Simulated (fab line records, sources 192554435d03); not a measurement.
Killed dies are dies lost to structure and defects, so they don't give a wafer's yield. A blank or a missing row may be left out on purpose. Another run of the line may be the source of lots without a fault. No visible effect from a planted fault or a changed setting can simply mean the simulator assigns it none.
Split-lot experiment	flow n5_finfet	on a route of 1938 steps: 7 lots, 39 wafers read

ON THE SPLIT
At N5_DUMMY_GATE_ETCH_37 (etches SOC in N2/H2, target depth 60 nm, overetch 30 nm), the setting source_w was moved away from the recipe's 840 W on 12 of the 39 wafers read, by -13.0% to +7.0%. The other wafers ran this setting at the recipe's value.

The reading comes from the split's own step.

THE READING
rf_vpp_V, in V, at N5_DUMMY_GATE_ETCH_37 (etches SOC in N2/H2, target depth 60 nm, overetch 30 nm). Fault-free wafers of this fab line usually give 524.5 V, standard deviation 1.9 V.

wafer	tool, chamber at the split	source_w as run, W	against the recipe	rf_vpp_V, V	against lot-mates on the recipe
L077.1	rie_diel-03, 2	840	recipe	522.6	-
L077.2	rie_diel-03, 0	840	recipe	522.3	-
L077.3	rie_diel-03, 1	840	recipe	527.1	-
L077.4	rie_diel-03, 2	767.6	-8.6%	538.6	+14.6
L077.5	rie_diel-03, 0	767.6	-8.6%	538.7	+14.7
L077.6	rie_diel-03, 1	767.6	-8.6%	542.5	+18.5
L079.1	rie_diel-03, 2	840	recipe	522.6	-
L079.2	rie_diel-03, 1	840	recipe	528.1	-
L079.3	rie_diel-03, 3	840	recipe	528.0	-
L080.1	rie_diel-06, 1	840	recipe	524.6	-
L080.2	rie_diel-06, 0	840	recipe	526.1	-
L080.3	rie_diel-06, 2	745.2	-11.3%	546.0	+20.9
L080.4	rie_diel-06, 3	745.2	-11.3%	546.8	+21.7
L080.5	rie_diel-06, 2	840	recipe	524.5	-
L080.6	rie_diel-06, 3	745.2	-11.3%	547.8	+22.7
L083.1	rie_diel-04, 3	840	recipe	523.6	-
L083.2	rie_diel-04, 1	840	recipe	526.2	-
L083.3	rie_diel-04, 0	840	recipe	522.2	-
L083.4	rie_diel-04, 2	731.2	-13.0%	545.7	+21.7
L083.5	rie_diel-04, 0	731.2	-13.0%	547.2	+23.2
L083.6	rie_diel-04, 1	731.2	-13.0%	551.5	+27.5
L085.1	rie_diel-06, 0	840	recipe	526.3	-
L085.2	rie_diel-06, 3	840	recipe	526.2	-
L085.3	rie_diel-06, 1	840	recipe	521.3	-
L085.4	rie_diel-06, 2	840	recipe	526.9	-
L085.5	rie_diel-06, 2	840	recipe	525.4	-
L085.6	rie_diel-06, 1	840	recipe	523.3	-
L091.1	rie_diel-04, 3	899.1	+7.0%	513.8	-9.4
L091.2	rie_diel-04, 1	840	recipe	526.3	-
L091.3	rie_diel-04, 0	899.1	+7.0%	510.2	-13.0
L091.4	rie_diel-04, 2	840	recipe	521.3	-
L091.5	rie_diel-04, 2	840	recipe	522.0	-
L091.6	rie_diel-04, 3	899.1	+7.0%	512.1	-11.1
L094.1	rie_diel-06, 2	840	recipe	525.4	-
L094.2	rie_diel-06, 0	840	recipe	526.0	-
L094.3	rie_diel-06, 1	840	recipe	522.5	-
L094.4	rie_diel-06, 3	840	recipe	526.3	-
L094.5	rie_diel-06, 1	840	recipe	522.7	-
L094.6	rie_diel-06, 2	840	recipe	524.6	-

FIT RESULTS
A straight line over all 39 wafers: rf_vpp_V changes by -1.85 V for each +1% of source_w; r = -0.98; the points scatter about the line by 2.1 V.
The same after taking each lot's own level away (the mean of its wafers on the recipe; 39 wafers): -1.83 V for each +1%; r = -0.98; scatter 2 V.
That fit puts the effect of the largest move of source_w on the reading at 24 V.
Measured against the standard deviation above, the lots' own levels, which go from 523.20 to 526.23 V, span 1.6 times it.
The two slopes are in agreement: the lot-to-lot level therefore moves the slope only a little.
Check: with one of the wafers moved furthest among these (-13.0%) left out of the fit, the line predicts +24.4 V for it against its lot-mates. It came out at +21.7 V against them.
Tool readings at the split's step, against how far the setting was moved: rf_vpp_V r = -0.98.

FURTHER SPLITS ON THESE WAFERS
Note: prior to the reading, these wafers also went through further splits. Each is held against what the fit with the lots' levels taken away leaves over:
other split on the same wafers	wafers away from the commonest value	r with rf_vpp_V (lot level and that fit taken away)
N5_FIN_SAQP_ETCH_52 source_w	15	+0.04

THE FILE'S OWN FIT
rf_vpp_V changes by -1.85 V for each +1% of source_w, r = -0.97.
